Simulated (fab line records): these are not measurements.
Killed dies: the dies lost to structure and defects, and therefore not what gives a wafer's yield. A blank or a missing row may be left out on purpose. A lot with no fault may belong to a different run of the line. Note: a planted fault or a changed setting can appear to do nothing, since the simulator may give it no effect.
A lot that was struck, set against a sound lot ; flow n5Finfet ; 37 steps out of a route of 1938
Sound: wafers L101.1, L101.2, L101.4. The struck wafers were L108.4, L108.5, L108.6. The cause is named last.
Per side, at each step with rows, come the tool, then ch with its chambers, and then its first start. Under that, the readings that differ: sound wafers ; struck wafers ; difference of the means ; sigmas: that difference in standard deviations of wafers without a fault.
alike: words and numbers the same on both sides, and readings whose means are apart by under 2 such deviations; not compared: readings that were withheld, readings missing a value for some wafer, numbers with overlapping values and no deviation given by the record, and bounds like >300 which may hide the same value.
A row with sigmas, a row that says differs or no value, or rows on one side alone: a step with any of these is where the two part. When numbers do not overlap yet have no deviation, they are printed without sigmas and do not part them. A reading that every wafer of one side lacks parts them only if that side has two wafers or more.

first, 9 steps without rows for these wafers: N5_BEOL_M11_ALD_74 (deposits TaN, target thk 2 nm, pulse time 2 s, purge time 3 s); N5_BEOL_M11_SURFACE_TREAT_76; N5_BEOL_M11_CVD_75 (deposits Co from CCTBA/H2, target thk 2 nm, time 138.9 s); N5_BEOL_M11_SPUTTER_48 (material Cu, target thk 12 nm, time 2 s); N5_BEOL_M11_ECD_50 (material Cu, target thk 318 nm); N5_BEOL_M11_ANNEAL_51 (time 90 s); N5_BEOL_M11_CMP_52 (polishes, stops on SiCOH lowk, t overpolish 7 s, target thk 140 nm); N5_BEOL_M11_PRE_CLEAN_55 (time 15 s); N5_BEOL_M11_DEP_56 (deposits SiCN from 3MS/NH3, target thk 30 nm, time 10.5 s).
N5_BEOL_M12_ILD_DEP_00: deposits SiOC from DEMS/O2, target thk 658.92 nm, time 130.7 s.
  sound on pecvd-04 ch 0,2, day 12 20:29; struck on pecvd-04 ch 0,1,2, day 14 16:07
reading;sound;struck;difference;sigmas
model.SiOC_of_BEOL_M12_ILD_DEP_00.thkNm (nm);647.2 656.2 664.4;682.6 691.6 686.2;+30.9;
  alike: heaterPowerW, showerheadPlenumPTorr, throttleValvePct
N5_BEOL_M12_THK_MEAS_01:
  struck on filmMetro-01, day 14 16:12; sound on filmMetro-02, day 12 20:40
reading;sound;struck;difference;sigmas
M12_ILD_THK (nm);647 657 664;683 692 686;+31;+4
then, 10 steps without rows for these wafers: N5_BEOL_M12_COAT_58 (time 60 s, resist thk 89 nm); N5_BEOL_M12_COAT_04 (resist thk 400 nm); N5_BEOL_M12_EBR_06; N5_BEOL_M12_SOFTBAKE_05 (time 60 s); N5_BEOL_M12_EXPOSE_07 (exposes mask V11); N5_BEOL_M12_PEB_08 (peb time 90 s); N5_BEOL_M12_DEVELOP_09 (develop time 45 s); N5_BEOL_M12_HARDBAKE_14 (time 120 s); N5_BEOL_M12_DESCUM_15 (chemistry O2, time 7.9 s); N5_BEOL_M12_ETCH_59 (etches BARC in N2/H2, target depth 89 nm, overetch 26.7 nm, time 67.9 s).
N5_BEOL_M12_VIA_ETCH_16: etches SiOC in C4F8/O2/Ar, target depth 724.8 nm.
  sound on rieDiel-04 ch 0,2, day 12 21:10; struck on rieDiel-01 ch 0,1,2, day 14 16:41
reading;sound;struck;difference;sigmas
drypumpMotorCurrentA (A);6.1 6.8 6.8;5.3 5.1 5.4;-1.3;-2
model.etch.depthNm (nm);647.3 656.3 664.3;682.7 691.6 686.2;+30.9;
model.coat_of_BEOL_M12_COAT_04.thkNm (nm);122.4 124.2 121.8;117.4 114.4 115.8;-6.9;
  alike: oesProductAu, rfVppV, showerheadPlenumPTorr, throttleValvePct
then, 13 steps without rows for these wafers: N5_BEOL_M12_STRIP_63 (strips in N2/H2); N5_BEOL_M12_STRIP_64 (strips in N2/H2); N5_BEOL_M12_STRIP_71 (strips in post etch residue remover, time 60 s); N5_BEOL_M12_SRD_72 (time 30 s, dry time 30 s); N5_BEOL_M12_COAT_65 (time 60 s, resist thk 300 nm); N5_BEOL_M12_COAT_66 (time 60 s, resist thk 110 nm); N5_BEOL_M12_COAT_22 (resist thk 300 nm); N5_BEOL_M12_EBR_24; N5_BEOL_M12_SOFTBAKE_23 (time 60 s); N5_BEOL_M12_EXPOSE_25 (exposes mask M12); N5_BEOL_M12_PEB_26 (peb time 90 s); N5_BEOL_M12_DEVELOP_27 (develop time 45 s); N5_BEOL_M12_HARDBAKE_32 (time 120 s).
N5_BEOL_M12_CMP_49: polishes, stops on SiOC, t overpolish 20.6 s, target thk 320 nm.
  sound on cmp-02 ch 1,2,3, day 13 01:27; struck on cmp-02 ch 0,1, day 14 22:42
reading;sound;struck;difference;sigmas
model.SiOC_of_BEOL_M12_ILD_DEP_00.thkNm (nm);588.6 597.4 604;623.6 632 625;+30.2;
  alike: barrierFieldEndpointS, motorCurrentA, overpolishRunS, platenRpm, slurryFlowMlMin
following that, these wafers have no rows for 1 step: N5_PASSIVATION_PROBE_49.

WHERE THEY PART
First at N5_BEOL_M12_THK_MEAS_01; last, within this record, at N5_BEOL_M12_VIA_ETCH_16. Later steps at which nothing parts them and some readings are alike: N5_BEOL_M12_CMP_49.

WHY: what had been put in by the simulator
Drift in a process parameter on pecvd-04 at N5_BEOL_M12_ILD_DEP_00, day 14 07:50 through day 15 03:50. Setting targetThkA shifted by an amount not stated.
